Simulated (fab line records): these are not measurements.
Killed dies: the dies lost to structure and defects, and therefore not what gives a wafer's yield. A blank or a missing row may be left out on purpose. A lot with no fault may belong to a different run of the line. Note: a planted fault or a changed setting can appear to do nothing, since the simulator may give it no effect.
What tool caused it? -- flow n5-finfet -- 8 lots, 24 wafers sampled, at 4 steps of a route of 1938

== WHAT EACH GAUGE READ, for each wafer ==
N5_BEOL_M3_INSPECT_30: inspects for defects (brightfield).
lot,measured,on,raw-defect-count
L332,day 7 00:32,defect-inspect-02,402 520 432
L339,day 8 11:34,defect-inspect-01,611 526 534
L341,day 9 09:00,defect-inspect-01,328 303 421
L343,day 9 19:38,defect-inspect-02,320 345 362
L347,day 10 19:40,defect-inspect-02,385 525 459
L350,day 11 15:10,defect-inspect-02,489 369 342
L354,day 12 18:45,defect-inspect-02,1580 1569 1493
L355,day 13 02:57,defect-inspect-01,1468 1458 1363

== WHAT TOOL EACH LOT RAN ON (gives the tool, then ch and the chambers of the sampled wafers, and finally the start) ==
lot,N5_BEOL_M3_ETCH_64,N5_BEOL_M3_STRIP_66,N5_BEOL_M3_STRIP_19
L332,"rie-diel-04 ch 1,2,3, day 6 23:47","rie-diel-04 ch 1,2,3, day 6 23:55","rie-diel-06 ch 1,2,3, day 7 00:04"
L339,"rie-diel-04 ch 1,3, day 8 10:49","rie-diel-04 ch 1,3, day 8 10:56","rie-diel-06 ch 0,3, day 8 11:05"
L341,"rie-diel-06 ch 1,2,3, day 9 07:59","rie-diel-06 ch 1,2,3, day 9 08:07","rie-diel-03 ch 0,1, day 9 08:24"
L343,"rie-diel-03 ch 1,3, day 9 18:44","rie-diel-03 ch 1,3, day 9 18:52","rie-diel-03 ch 0,3, day 9 19:01"
L347,"rie-diel-03 ch 0,2,3, day 10 18:54","rie-diel-03 ch 0,2,3, day 10 19:02","rie-diel-06 ch 1,2,3, day 10 19:11"
L350,"rie-diel-06 ch 0,1,2, day 11 14:16","rie-diel-06 ch 0,1,2, day 11 14:23","rie-diel-04 ch 1,2, day 11 14:33"
L354,"rie-diel-06 ch 0,1,3, day 12 18:00","rie-diel-06 ch 0,1,3, day 12 18:08","rie-diel-06 ch 1,2,3, day 12 18:17"
L355,"rie-diel-06 ch 0,1, day 13 02:03","rie-diel-06 ch 0,1, day 13 02:11","rie-diel-03 ch 0,1,3, day 13 02:20"
- N5_BEOL_M3_ETCH_64: etches SOC in N2/H2, target depth 75 nm, overetch 15 nm, time 112.5 s.
- N5_BEOL_M3_STRIP_66: strips in CF4.
- N5_BEOL_M3_STRIP_19: strips in O2.

== THE ANSWER, worked out from the rows above alone ==
Rule: the lots themselves supply what counts as usual. Put in order of their means at a reading, lots are off if they are a third of the lots or fewer, leave a main group of 4 or more, and stand apart from it by a gap of 3 or more times the standard deviation of the main group's means; of several such gaps the widest counts. A main group whose means are all the same, to the digits that the tables above print for the reading, isn't used. A lot without any number at a reading at which 4 lots or more have one is off too. Where the step has rows for the other lots, those lots are counted as sound.
Off: L354, L355, at N5_BEOL_M3_INSPECT_30 (raw-defect-count). Mean 426 and standard deviation 73 in the main group.
A tool fits if, at a process step before that reading, it ran every lot that is off, and no sound lot after the first of them. The gauges at N5_BEOL_M3_INSPECT_30 are tried like those tools. One fits: rie-diel-06 at N5_BEOL_M3_ETCH_64 and N5_BEOL_M3_STRIP_66. At N5_BEOL_M3_ETCH_64 its last sound lot is L350 (day 11 14:16), its first lot that is off L354 (day 12 18:00): a fault that began between those two fits.

== WHAT THE SIMULATOR HAD PUT IN ==
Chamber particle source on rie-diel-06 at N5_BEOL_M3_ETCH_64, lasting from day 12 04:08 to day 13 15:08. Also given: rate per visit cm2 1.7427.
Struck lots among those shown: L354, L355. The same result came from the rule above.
